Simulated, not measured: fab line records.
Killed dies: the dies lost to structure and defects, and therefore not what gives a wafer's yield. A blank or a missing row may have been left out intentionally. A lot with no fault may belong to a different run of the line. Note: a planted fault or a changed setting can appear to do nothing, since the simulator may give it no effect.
fab line records	flow n5_finfet
record lots=5	wafers=15	last_day=21
route steps=1938 shown BEOL_M11@1542 PASSIVATION@1936
lots with no fault: from the same line, run without faults
start_h: the number of hours between the record's first day and the start of the first shown wafer of the lot	wait_h: hours from the lot's prior step to this one	" unchanged from the row above	L1.1+2: several wafers, shown together as one row	- no value, or no start was given	* or withheld: withheld	< > ~ a bound
route shown NAME@n: NAME is a module with steps in the file, n the number in the route of the first one	usual: mean/standard deviation taken from wafers without a fault	same: alike in all rows	chamber/n: place in a boat	sites: per-site readings	_std_site: the standard deviation of these	_edge_site: outer sites' mean less inner sites'	radius_mm: how far each site lies from the wafer's centre	mask NAME#n: copy n	behind: the last tool/chamber to shape the wafer	hold: the reason the lot was held/the length of the hold in hours/how it ended	device: which transistor (n, p or np) failed to switch	end of line: the same wafers' tests at the end of the route	where a step has no rows: the recipe by itself	killed: the dies lost at the first sort to structure and to defects; this is not the yield of the wafer	map: dies across one wafer; x = killed, . = not, _ = none there
set.NAME: the run value of the setting; set.NAME@STEP: its run value at that earlier step	model.NAME: the simulator's own value behind a step, which no gauge read
lots seen at some steps along the route; tables by step, rows by wafer
services: when a tool's chamber went out of use (start_h, in hours from the record's first day, below 0 if earlier), for how many hours, and the reason
## steps
# step N5_BEOL_M11_COAT_60
# recipe resist=SiARC	temp_c=220	time_s=60	spin_rpm=1500	resist_thk_nm=30
# step N5_BEOL_M11_COAT_05
# recipe resist=CAR-ArF	spin_rpm=1500	resist_thk_nm=90
# step N5_BEOL_M11_EBR_07
# recipe solvent=PGMEA	ebr_width_mm=1.5
# step N5_BEOL_M11_SOFTBAKE_06
# recipe temp_c=110	time_s=60	resist=CAR-ArF
# step N5_BEOL_M11_EXPOSE_08
# recipe mask_id=M11	na=1.35	source_shape=dipole	sigma_inner=0.411	sigma_outer=0.611	polarization=te	dose_mj=53.75
# step N5_BEOL_M11_PEB_09
# recipe peb_temp_c=withheld	peb_time_s=60	resist=CAR-ArF
# step N5_BEOL_M11_DEVELOP_10
# recipe develop_time_s=30	developer=TMAH	resist=CAR-ArF	rinse_liquid=diw	dry=air_spin	dev_temp_c=23
# step N5_BEOL_M11_CD_MEAS_11
# recipe target_cd_nm=64.1	landing_energy_ev=500	detector=se_inlens	polarity=opening
# usual cd_nm=63.8/0.83
lot.wafer	tool	chamber	start_h	wait_h	cd_nm
L636.2	cd_sem-03	0	289.76	-	63.8
L636.4	"	0	"	"	65.0
L636.5	"	0	"	"	64.9
L635.1	cd_sem-03	0	295.20	-	63.9
L635.2	"	0	"	"	63.3
L635.5	"	0	"	"	63.8
L645.1	cd_sem-03	0	367.61	-	64.6
L645.3	"	0	"	"	63.6
L645.6	"	0	"	"	63.8
L652.3	cd_sem-02	0	386.45	-	62.7
L652.5	"	0	"	"	63.2
L652.6	"	0	"	"	64.0
L656.1	cd_sem-03	0	463.36	-	62.5
L656.4	"	0	"	"	63.7
L656.6	"	0	"	"	64.0
# step N5_BEOL_M11_OVL_MEAS_12
# recipe points_per_wafer=44
# usual M11_OVL=0.2/0.78
lot.wafer	tool	chamber	start_h	wait_h	M11_OVL[nm]
L636.2	overlay-01	0	289.79	0.0	0.5
L636.4	"	0	"	"	1.2
L636.5	"	0	"	"	0.8
L635.1	overlay-01	0	295.23	0.0	0.0
L635.2	"	0	"	"	0.9
L635.5	"	0	"	"	0.1
L645.1	overlay-01	0	367.64	0.0	-0.1
L645.3	"	0	"	"	2.2
L645.6	"	0	"	"	0.6
L652.3	overlay-01	0	386.48	0.0	0.1
L652.5	"	0	"	"	-1.9
L652.6	"	0	"	"	0.3
L656.1	overlay-02	0	463.40	0.0	-1.0
L656.4	"	0	"	"	-1.2
L656.6	"	0	"	"	-0.6
# step N5_BEOL_M11_INSPECT_13
# recipe mode=adi	inspect_instrument=brightfield
# usual raw_defect_count=388/96
lot.wafer	tool	chamber	start_h	wait_h	raw_defect_count
L636.2	defect_inspect-02	-	289.81	0.0	315
L636.4	"	-	"	"	278
L636.5	"	-	"	"	350
L635.1	defect_inspect-01	-	295.25	0.0	370
L635.2	"	-	"	"	267
L635.5	"	-	"	"	423
L645.1	defect_inspect-01	-	367.66	0.0	383
L645.3	"	-	"	"	308
L645.6	"	-	"	"	417
L652.3	defect_inspect-01	-	386.51	0.0	259
L652.5	"	-	"	"	379
L652.6	"	-	"	"	312
L656.1	defect_inspect-02	-	463.42	0.0	465
L656.4	"	-	"	"	350
L656.6	"	-	"	"	250
# step N5_BEOL_M11_DESCUM_16
# recipe chemistry=O2	time_s=7.9	source_power_w=50	bias_power_w=20	pressure_mtorr=20	rf_frequency_hz=2.712e+07	temp_c=40	resist=CAR-ArF	o2_flow_sccm=225
# usual drypump_motor_current_A=5.8/0.37	oes_product_au=0.80/0.079	rf_fwd_power_W=49.40/0.21	rf_vpp_V=243.3/1.7	showerhead_plenum_p_Torr=2.10/0.084	temp_c=40.01/0.12	throttle_valve_pct=20.39/0.25
lot.wafer	tool	chamber	start_h	wait_h	drypump_motor_current_A	oes_product_au	rf_fwd_power_W	rf_hours_counter_h	rf_vpp_V	showerhead_plenum_p_Torr	temp_c	throttle_valve_pct
L636.2	rie_diel-03	1	289.84	0.0	5.7	0.69	49.20	249	242.6	2.16	40.13	21.15
L636.4	"	0	"	"	6.1	0.79	49.31	146	242.8	2.12	39.88	20.28
L636.5	"	2	"	"	6.2	0.83	48.85	-	244.6	2.19	40.04	20.23
L635.1	rie_diel-02	2	295.29	0.0	5.7	0.74	49.47	172	239.1	1.92	39.90	20.56
L635.2	"	3	"	"	5.9	0.74	49.60	205	245.0	2.19	39.98	20.66
L635.5	"	2	"	"	5.6	0.74	49.26	-	240.4	1.92	39.97	20.57
L645.1	rie_diel-02	1	368.00	0.3	5.4	0.72	49.34	182	241.2	2.01	39.91	20.32
L645.3	"	0	"	"	5.8	0.90	49.33	39	243.8	2.06	39.89	20.54
L645.6	"	0	"	"	5.7	0.89	49.47	-	242.5	2.06	39.95	20.56
L652.3	rie_diel-06	2	386.54	0.0	5.2	0.81	49.27	83	241.3	2.09	40.10	19.94
L652.5	"	0	"	"	6.2	0.76	49.60	-	243.3	2.09	39.75	20.33
L652.6	"	3	"	"	5.4	0.82	49.36	-	243.3	1.99	39.94	20.18
L656.1	rie_diel-03	1	463.55	0.1	5.8	0.90	49.34	41	242.9	2.15	39.99	20.82
L656.4	"	0	"	"	6.2	0.73	49.40	203	243.4	2.10	39.85	20.38
L656.6	"	1	"	"	5.7	0.89	49.46	-	243.3	2.15	40.07	20.82
# step N5_BEOL_M11_ETCH_61
# recipe chemistry=CF4	target=SiARC	target_depth_a=390	mask_material=CAR-ArF	time_s=65	ion_energy_ev=80	pressure_mtorr=40	source_w=545	bias_w=36	Ar_flow_sccm=100	cf4_flow_sccm=100	ends=cleared
# usual cf4_flow_sccm=99.98/0.3	drypump_motor_current_A=5.8/0.37	etch_rf_on_time_s=63.5/1.9	oes_product_au=0.69/0.067	rf_fwd_power_W=538.7/2.1	rf_vpp_V=184.2/1.5	showerhead_plenum_p_Torr=2.15/0.081	throttle_valve_pct=15.53/0.15
lot.wafer	tool	chamber	start_h	wait_h	cf4_flow_sccm	drypump_motor_current_A	etch_rf_on_time_s	oes_product_au	rf_fwd_power_W	rf_hours_counter_h	rf_vpp_V	showerhead_plenum_p_Torr	throttle_valve_pct
L636.2	rie_diel-03	1	289.88	0.0	99.63	5.8	63.4	0.59	541.1	249	184.6	2.18	16.09
L636.4	"	0	"	"	99.80	6.2	57.8	0.69	541.1	146	184.8	2.13	15.29
L636.5	"	2	"	"	100.05	6.3	62.9	0.73	539.4	-	185.4	2.23	15.37
L635.1	rie_diel-02	2	295.32	0.0	100.00	5.7	64.9	0.64	535.7	172	179.7	1.97	15.65
L635.2	"	3	"	"	99.50	5.9	64.6	0.61	541.0	205	185.2	2.19	15.56
L635.5	"	2	"	"	99.92	5.7	64.1	0.64	537.3	-	181.8	1.97	15.66
L645.1	rie_diel-02	1	368.04	0.0	99.74	5.4	64.9	0.62	539.2	182	183.1	2.07	15.60
L645.3	"	0	"	"	100.19	5.8	63.9	0.77	536.5	39	182.0	2.11	15.55
L645.6	"	0	"	"	100.53	5.7	63.8	0.78	537.0	-	183.0	2.11	15.54
L652.3	rie_diel-06	2	386.57	0.0	99.75	5.2	64.2	0.70	537.1	83	185.0	2.18	15.36
L652.5	"	0	"	"	99.91	6.2	63.5	0.63	540.5	-	184.7	2.13	15.49
L652.6	"	3	"	"	99.39	5.4	65.2	0.69	542.9	-	182.4	2.08	15.64
L656.1	rie_diel-03	1	463.58	0.0	100.29	5.8	63.8	0.76	538.8	41	183.5	2.16	15.67
L656.4	"	0	"	"	100.30	6.1	58.4	0.65	540.2	203	183.8	2.11	15.39
L656.6	"	1	"	"	100.52	5.8	63.5	0.77	539.8	-	183.8	2.16	15.67
# step N5_BEOL_M11_ETCH_62
# recipe chemistry=N2/H2	target=SOC	target_depth_a=1100	overetch_a=220	mask_material=SiARC	temp_c=40	time_s=165	ion_energy_ev=200	pressure_mtorr=30	source_w=840	bias_w=150	n2_flow_sccm=200	h2_flow_sccm=200
# usual drypump_motor_current_A=5.8/0.37	oes_product_au=0.68/0.064	rf_fwd_power_W=837.3/2.5	rf_vpp_V=524/3.1	showerhead_plenum_p_Torr=2.56/0.11	temp_c=40.02/0.11	throttle_valve_pct=17.79/0.21
lot.wafer	tool	chamber	start_h	wait_h	drypump_motor_current_A	oes_product_au	rf_fwd_power_W	rf_hours_counter_h	rf_vpp_V	showerhead_plenum_p_Torr	temp_c	throttle_valve_pct	model.SiARC_of_BEOL_M11_COAT_60.thk_nm
L636.2	rie_diel-03	1	289.93	0.0	5.8	0.58	839.3	249	527	2.59	40.02	18.35	23.6
L636.4	"	0	"	"	6.2	0.65	839.2	146	525	2.54	39.99	17.45	22.4
L636.5	"	2	"	"	6.3	0.70	832.8	-	529	2.70	39.96	17.84	23.4
L635.1	rie_diel-02	2	295.37	0.0	5.7	0.63	838.2	172	518	2.30	39.93	17.70	23.6
L635.2	"	3	"	"	5.9	0.61	834.7	205	527	2.62	40.22	17.86	23.4
L635.5	"	2	"	"	5.7	0.64	832.0	-	516	2.31	39.80	17.70	23.6
L645.1	rie_diel-02	1	368.09	0.0	5.4	0.62	837.7	182	521	2.44	39.97	17.80	23.6
L645.3	"	0	"	"	5.8	0.68	837.9	39	522	2.51	40.10	18.03	22.4
L645.6	"	0	"	"	5.8	0.69	837.1	-	521	2.51	40.14	18.03	22.2
L652.3	rie_diel-06	2	386.62	0.0	5.2	0.69	833.4	83	524	2.58	40.08	17.53	23.6
L652.5	"	0	"	"	6.3	0.63	839.8	-	524	2.51	40.02	17.44	23.4
L652.6	"	3	"	"	5.4	0.69	834.2	-	520	2.44	40.17	17.56	23.2
L656.1	rie_diel-03	1	463.63	0.0	5.8	0.75	837.1	41	525	2.57	40.13	17.97	23.6
L656.4	"	0	"	"	6.2	0.62	835.7	203	523	2.52	40.13	17.55	22.6
L656.6	"	1	"	"	5.8	0.76	838.6	-	526	2.57	40.08	17.98	23.6
# step N5_BEOL_M11_STRIP_68
# recipe chemistry=N2/H2	temp_c=40	n2_flow_sccm=200	h2_flow_sccm=200	rf_frequency_hz=6e+07
# step N5_BEOL_M11_STRIP_67
# recipe chemistry=CF4	resist=SiARC	power_w=300	bias_power_w=75	pressure_mtorr=50	cf4_flow_sccm=150	rf_frequency_hz=6e+07
# usual cf4_flow_sccm=150.0/0.46	drypump_motor_current_A=5.8/0.37	oes_product_au=0.80/0.075	rf_vpp_V=271.3/1.7	showerhead_plenum_p_Torr=1.80/0.07	throttle_valve_pct=13.50/0.14
lot.wafer	tool	chamber	start_h	wait_h	cf4_flow_sccm	drypump_motor_current_A	oes_product_au	rf_hours_counter_h	rf_vpp_V	showerhead_plenum_p_Torr	throttle_valve_pct
L636.2	rie_diel-03	1	290.08	0.0	149.7	5.8	0.68	249	271.5	1.82	14.10
L636.4	"	0	"	"	150.1	6.2	0.77	146	271.1	1.79	13.31
L636.5	"	2	"	"	149.8	6.3	0.83	-	274.0	1.88	13.40
L635.1	rie_diel-02	2	295.52	0.0	150.1	5.7	0.75	172	269.2	1.64	13.59
L635.2	"	3	"	"	150.4	5.8	0.72	205	272.4	1.83	13.56
L635.5	"	2	"	"	149.8	5.6	0.74	-	268.0	1.64	13.59
L645.1	rie_diel-02	1	368.23	0.0	149.8	5.4	0.73	182	268.6	1.73	13.59
L645.3	"	0	"	"	149.6	5.8	0.89	39	270.4	1.75	13.42
L645.6	"	0	"	"	150.5	5.8	0.89	-	268.9	1.75	13.41
L652.3	rie_diel-06	2	386.77	0.0	150.6	5.2	0.80	83	270.9	1.81	13.26
L652.5	"	0	"	"	150.3	6.2	0.74	-	271.1	1.79	13.47
L652.6	"	3	"	"	149.4	5.4	0.81	-	269.5	1.74	13.61
L656.1	rie_diel-03	1	463.78	0.0	149.1	5.8	0.88	41	271.4	1.81	13.60
L656.4	"	0	"	"	150.0	6.1	0.72	204	269.8	1.78	13.45
L656.6	"	1	"	"	149.5	5.8	0.89	-	273.3	1.81	13.59
# step N5_BEOL_M11_HM_OPEN_17
# recipe chemistry=Cl2/BCl3	target_depth_a=200	overetch_a=60	target=TiN	mask_material=SOC	ion_energy_ev=150	pressure_mtorr=10	icp_w=1000	bias_w=126	Cl2_flow_sccm=53.25	bcl3_flow_sccm=21.75	Ar_flow_sccm=25
# usual drypump_motor_current_A=5.7/0.37	oes_ar_750_au=0.79/0.083	oes_product_au=0.66/0.064	rf_fwd_power_W=993/3.6	throttle_valve_pct=22.08/0.25
lot.wafer	tool	chamber	start_h	wait_h	drypump_motor_current_A	oes_ar_750_au	oes_product_au	rf_fwd_power_W	rf_hours_counter_h	throttle_valve_pct	model.etch.depth_nm
L636.2	rie_metal-02	0	290.12	0.0	6.1	0.70	0.59	998	82	22.62	20.33
L636.4	"	0	"	"	6.1	0.70	0.59	992	-	22.65	20.24
L636.5	"	0	"	"	6.1	0.70	0.58	993	-	22.65	20
L635.1	rie_metal-01	0	295.56	0.0	5.0	0.82	0.66	994	46	22.06	20.49
L635.2	"	1	"	"	5.9	0.91	0.79	995	8	21.75	20.41
L635.5	"	0	"	"	5.0	0.82	0.66	994	-	22.07	20.53
L645.1	rie_metal-01	1	368.27	0.0	5.9	0.87	0.74	995	15	21.77	20.09
L645.3	"	1	"	"	5.9	0.87	0.66	998	-	21.90	16.07
L645.6	"	1	"	"	5.9	0.87	0.65	997	-	21.89	15.84
L652.3	rie_metal-03	0	386.84	0.1	5.7	0.76	0.63	989	-	21.88	19.84
L652.5	"	1	"	"	5.6	0.67	0.60	990	-	22.17	19.91
L652.6	"	0	"	"	5.7	0.76	0.63	991	-	21.86	20.17
L656.1	rie_metal-03	0	463.82	0.0	5.7	0.74	0.61	989	65	21.88	20.02
L656.4	"	0	"	"	5.7	0.74	0.61	988	-	21.89	19.83
L656.6	"	0	"	"	5.7	0.73	0.61	988	-	21.89	19.96
# step N5_BEOL_M11_STRIP_19
# recipe chemistry=O2	power_w=400	temp_c=40	pressure_mtorr=30	rf_frequency_hz=6e+07	bias_power_w=0	overash_fraction=0.2	o2_flow_sccm=225
# usual drypump_motor_current_A=5.7/0.39	oes_product_au=0.81/0.081	rf_vpp_V=3.7/0.6	showerhead_plenum_p_Torr=2.10/0.081	temp_c=40.01/0.097	throttle_valve_pct=16.57/0.19
lot.wafer	tool	chamber	start_h	wait_h	drypump_motor_current_A	oes_product_au	rf_hours_counter_h	rf_vpp_V	showerhead_plenum_p_Torr	temp_c	throttle_valve_pct
L636.2	rie_diel-06	3	290.23	0.1	5.4	0.88	61	4.3	2.01	40.12	16.46
L636.4	"	0	"	"	6.2	0.78	-	3.7	2.11	39.87	16.55
L636.5	"	3	"	"	5.4	0.86	-	4.4	2.01	39.94	16.47
L635.1	rie_diel-06	3	295.67	0.1	5.4	0.87	63	3.7	2.01	40.14	16.44
L635.2	"	0	"	"	6.2	0.78	123	3.1	2.11	40.09	16.52
L635.5	"	1	"	"	5.5	1.06	-	3.6	2.15	40.02	16.27
L645.1	rie_diel-06	2	368.51	0.2	5.2	0.81	79	2.8	2.10	39.92	16.22
L645.3	"	1	"	"	5.4	0.97	20	3.6	2.14	40.03	16.30
L645.6	"	2	"	"	5.2	0.80	-	4.1	2.10	40.04	16.21
L652.3	rie_diel-03	2	386.99	0.1	6.3	0.80	122	3.3	2.18	39.73	16.53
L652.5	"	2	"	"	6.3	0.80	-	3.7	2.18	39.88	16.54
L652.6	"	3	"	"	5.1	0.83	-	3.1	2.17	39.94	16.45
L656.1	rie_diel-06	3	464.02	0.2	5.4	0.80	108	4.0	1.99	39.96	16.51
L656.4	"	1	"	"	5.5	0.92	42	3.6	2.13	40.02	16.34
L656.6	"	0	"	"	6.2	0.73	-	4.6	2.09	40.07	16.63
# step N5_PASSIVATION_PROBE_49
# usual defect_limited_yield=91.4/1.4	killed_at_M0_to_M3=34/9.1	killed_at_M4_up=14/5.2	killed_at_contacts=12/6.4	killed_at_front_end=38/11	killed_at_other=3.7/2.8	killed_dies=102/17	killed_open=68/13	killed_short=32/7.8	sort_bin_5_function=5.1/1	sort_bin_6_memory=3.2/0.66	sort_bin_8_speed=0.1/0.92	sort_n_pass=1076/19	sort_yield_pct=91.2/1.6
# same gross_dies=1180	killed_at_back_side=0	sort_bin_4_leakage[%]=0
lot.wafer	tool	chamber	start_h	wait_h	defect_limited_yield[%]	killed_at_M0_to_M3	killed_at_M4_up	killed_at_contacts	killed_at_front_end	killed_at_other	killed_dies	killed_open	killed_short	sort_bin_5_function[%]	sort_bin_6_memory[%]	sort_bin_8_speed[%]	sort_n_pass	sort_yield_pct[%]
L636.2	prober-01	-	335.55	0.1	90.6	38	10	8	55	0	111	69	41	5.6	3.6	0	1069	90.6
L636.4	prober-01	-	335.65	0.2	89.6	47	15	7	53	1	123	85	37	5.9	4.2	0	1057	89.6
L636.5	prober-01	-	335.70	0.2	91.4	24	13	5	59	1	102	63	39	5.8	2.4	0	1078	91.4
L635.1	prober-01	-	337.07	0.0	92.9	30	9	11	26	8	84	51	32	3.5	3.3	0	1096	92.9
L635.2	prober-01	-	337.12	0.1	90.7	57	8	7	32	6	110	75	35	5.2	3.7	0	1070	90.7
L635.5	prober-01	-	337.27	0.2	92.7	32	14	6	33	1	86	58	26	4.6	2.3	0	1094	92.7
L645.1	prober-02	-	419.49	0.0	91.8	42	13	10	28	4	97	67	24	4.7	3.0	0	1083	91.8
L645.3	prober-02	-	419.59	0.1	91.1	27	5	26	43	4	105	68	36	4.7	4.0	0.1	1074	91.0
L645.6	prober-02	-	419.74	0.3	93.6	21	14	8	28	5	76	53	22	4.0	2.1	0	1104	93.6
L652.3	prober-01	-	436.21	0.1	91.5	28	15	8	42	7	100	69	31	4.9	3.1	0	1080	91.5
L652.5	prober-01	-	436.31	0.2	89.2	34	15	6	69	3	127	80	46	5.6	4.9	0	1053	89.2
L652.6	prober-01	-	436.36	0.3	91.1	30	11	10	53	1	105	74	30	4.7	3.9	0	1075	91.1
L656.1	prober-02	-	508.63	0.0	93.1	26	4	13	26	13	82	53	29	4.2	2.5	0	1098	93.1
L656.4	prober-02	-	508.78	0.2	90.6	26	16	5	57	7	111	67	44	5.4	3.5	0	1069	90.6
L656.6	prober-02	-	508.88	0.3	91.4	24	20	8	42	7	101	68	33	4.6	3.7	0	1079	91.4
# killed by level:class
L636.2 BEOL_M2:geometric_particle:open=11 FIN_SAQP:geometric_particle:open=10 BEOL_M3:geometric_particle:open=10 DUMMY_GATE:geometric_particle:open=9 GATE_CUT:geometric_particle:short=9 FIN_SAQP:geometric_particle:short=7 BEOL_M0_SAQP:geometric_particle:short=7 STI_FIN_REVEAL:geometric_particle:open=5
L636.4 BEOL_M2:geometric_particle:open=14 BEOL_M3:geometric_particle:open=11 FIN_SAQP:geometric_particle:open=9 STI_FIN_REVEAL:geometric_particle:open=9 DUMMY_GATE:geometric_particle:open=8 BEOL_M4:geometric_particle:open=8 GATE_CUT:geometric_particle:short=7 MOL_CONTACT_COAG:geometric_particle:open=7
L636.5 FIN_SAQP:geometric_particle:open=16 BEOL_M0_SAQP:geometric_particle:short=8 STI_FIN_REVEAL:geometric_particle:open=8 BEOL_M2:geometric_particle:open=7 BEOL_M4:geometric_particle:open=7 GATE_CUT:geometric_particle:short=6 GATE_CUT:geometric_particle:open=5 BEOL_M0_SAQP:geometric_particle:open=5
L635.1 BEOL_M3:geometric_particle:open=12 MOL_CONTACT_COAG:geometric_particle:open=8 FIN_SAQP:geometric_particle:short=5 DUMMY_GATE:geometric_particle:open=5 BEOL_M4:geometric_particle:short=5 MIM_TOP_ETCH:geometric_particle:open=5 BEOL_M0_SAQP:geometric_particle:open=4 GATE_CUT:geometric_particle:short=4
L635.2 BEOL_M3:geometric_particle:open=15 BEOL_M2:geometric_particle:open=9 DUMMY_GATE:geometric_particle:open=7 BEOL_M0_SAQP:geometric_particle:open=7 BEOL_M0_SAQP:geometric_particle:short=7 BEOL_M1:geometric_particle:open=6 MOL_CONTACT_COAG:geometric_particle:open=5 BEOL_M3:geometric_particle:short=5
L635.5 BEOL_M2:geometric_particle:open=11 BEOL_M3:geometric_particle:open=11 STI_FIN_REVEAL:geometric_particle:open=6 FIN_SAQP:geometric_particle:short=5 DUMMY_GATE:geometric_particle:open=5 BEOL_M0_SAQP:geometric_particle:short=5 BEOL_M4:geometric_particle:open=5 FIN_SAQP:geometric_particle:open=4
L645.1 BEOL_M3:geometric_particle:open=15 BEOL_M2:geometric_particle:open=13 MOL_CONTACT_COAG:geometric_particle:open=8 FIN_SAQP:geometric_particle:short=5 BEOL_M4:geometric_particle:open=5 FIN_SAQP:geometric_particle:open=4 BEOL_M2:geometric_particle:short=4 STI_FIN_REVEAL:geometric_particle:open=3
L645.3 MOL_CONTACT_COAG:geometric_particle:open=17 BEOL_M2:geometric_particle:open=11 STI_FIN_REVEAL:geometric_particle:open=9 MOL_CONTACT_COAG:geometric_particle:short=9 FIN_SAQP:geometric_particle:open=8 BEOL_M3:geometric_particle:open=6 FIN_SAQP:geometric_particle:short=5 FIN_CUT:geometric_particle:short=4
L645.6 STI_FIN_REVEAL:geometric_particle:open=10 BEOL_M2:geometric_particle:open=9 MOL_CONTACT_COAG:geometric_particle:open=6 STARTING-WAFER:geometric_particle:short=5 BEOL_M4:geometric_particle:open=5 BEOL_M5:geometric_particle:open=4 FIN_CUT:geometric_particle:short=3 FIN_SAQP:geometric_particle:short=3
L652.3 FIN_SAQP:geometric_particle:open=17 MOL_CONTACT_COAG:geometric_particle:open=8 FIN_SAQP:geometric_particle:short=7 BEOL_M2:geometric_particle:open=7 BEOL_M3:geometric_particle:open=6 BEOL_M4:geometric_particle:open=6 BEOL_M0:geometric_particle:open=4 STI_FIN_REVEAL:geometric_particle:open=3
L652.5 FIN_SAQP:geometric_particle:open=19 FIN_SAQP:geometric_particle:short=13 STI_FIN_REVEAL:geometric_particle:open=10 BEOL_M3:geometric_particle:open=9 STARTING-WAFER:geometric_particle:short=6 BEOL_M0_SAQP:geometric_particle:open=5 MOL_CONTACT_COAG:geometric_particle:open=5 BEOL_M0_SAQP:geometric_particle:short=5
L652.6 FIN_SAQP:geometric_particle:open=19 MOL_CONTACT_COAG:geometric_particle:open=10 BEOL_M3:geometric_particle:open=7 BEOL_M0:geometric_particle:open=6 FIN_SAQP:geometric_particle:short=5 DUMMY_GATE:geometric_particle:open=5 BEOL_M3:geometric_particle:short=5 BEOL_M6:geometric_particle:open=4
L656.1 MOL_CONTACT_COAG:geometric_particle:open=8 PAD_METAL:geometric_particle:open=7 DUMMY_GATE:geometric_particle:open=6 BEOL_M0_SAQP:geometric_particle:short=6 PAD_METAL:geometric_particle:short=6 FIN_SAQP:geometric_particle:open=5 MOL_CONTACT_COAG:geometric_particle:short=5 BEOL_M0_SAQP:geometric_particle:open=4
L656.4 DUMMY_GATE:geometric_particle:open=12 GATE_CUT:geometric_particle:short=9 FIN_SAQP:geometric_particle:short=8 BEOL_M3:geometric_particle:open=8 FIN_SAQP:geometric_particle:open=5 STI_FIN_REVEAL:geometric_particle:open=5 BEOL_M1:geometric_particle:open=5 BEOL_M5:geometric_particle:open=5
L656.6 FIN_SAQP:geometric_particle:open=12 BEOL_M4:geometric_particle:open=9 FIN_SAQP:geometric_particle:short=8 DUMMY_GATE:geometric_particle:open=7 BEOL_M5:geometric_particle:open=6 BEOL_M3:geometric_particle:open=6 MOL_CONTACT_COAG:geometric_particle:open=5 BEOL_M0_SAQP:geometric_particle:short=5
## services
tool	chamber	start_h	hours	kind
rie_diel-06	1	270.24	-	clean
rie_diel-06	1	270.24	-	consumable_replace:focus_ring
rie_diel-06	1	270.24	24.8	scheduled_down
rie_diel-06	1	270.24	24.8	vent_cycle
rie_metal-02	0	280.06	1.3	repair
rie_diel-03	1	291.62	-	clean
rie_diel-03	1	291.62	-	consumable_replace:focus_ring
rie_diel-03	1	291.62	13.8	scheduled_down
rie_diel-03	1	291.62	13.8	vent_cycle
rie_metal-03	-	319.56	0.5	repair
rie_diel-03	1	329.37	6.6	repair
rie_metal-02	-	338.13	0.9	repair
rie_diel-03	1	340.94	8.2	repair
rie_diel-03	0	353.27	4.3	repair
rie_diel-02	0	384.42	8.9	repair
rie_diel-02	1	402.36	6.6	repair
rie_diel-02	2	408.53	8.2	repair
rie_diel-06	-	416.45	15.6	pm
rie_diel-03	1	423.86	10.7	repair
rie_diel-02	3	433.54	-	clean
rie_diel-02	3	433.54	-	consumable_replace:focus_ring
rie_diel-02	3	433.54	21.6	scheduled_down
rie_diel-03	2	433.58	1.2	repair
rie_metal-02	1	459.45	3.8	repair
## key
first_sign none at tools or gauges
model_effect step=N5_BEOL_M11_ETCH_62	value=SiARC_of_BEOL_M11_COAT_60.thk_nm	without=23.7	struck=22.3
model_effect step=N5_BEOL_M11_HM_OPEN_17	value=etch.depth_nm	without=19.48	struck=15.95
met_at N5_BEOL_M11_ETCH_62
struck_wafers L645.3,L645.6
fault kind=process_parameter_drift	tool=rie_diel-02	chamber=0	onset_h=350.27	steps=N5_BEOL_M11_ETCH_62	channel=time_s	offset=*	shape=step	end_h=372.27	acts_in=*	stated=*
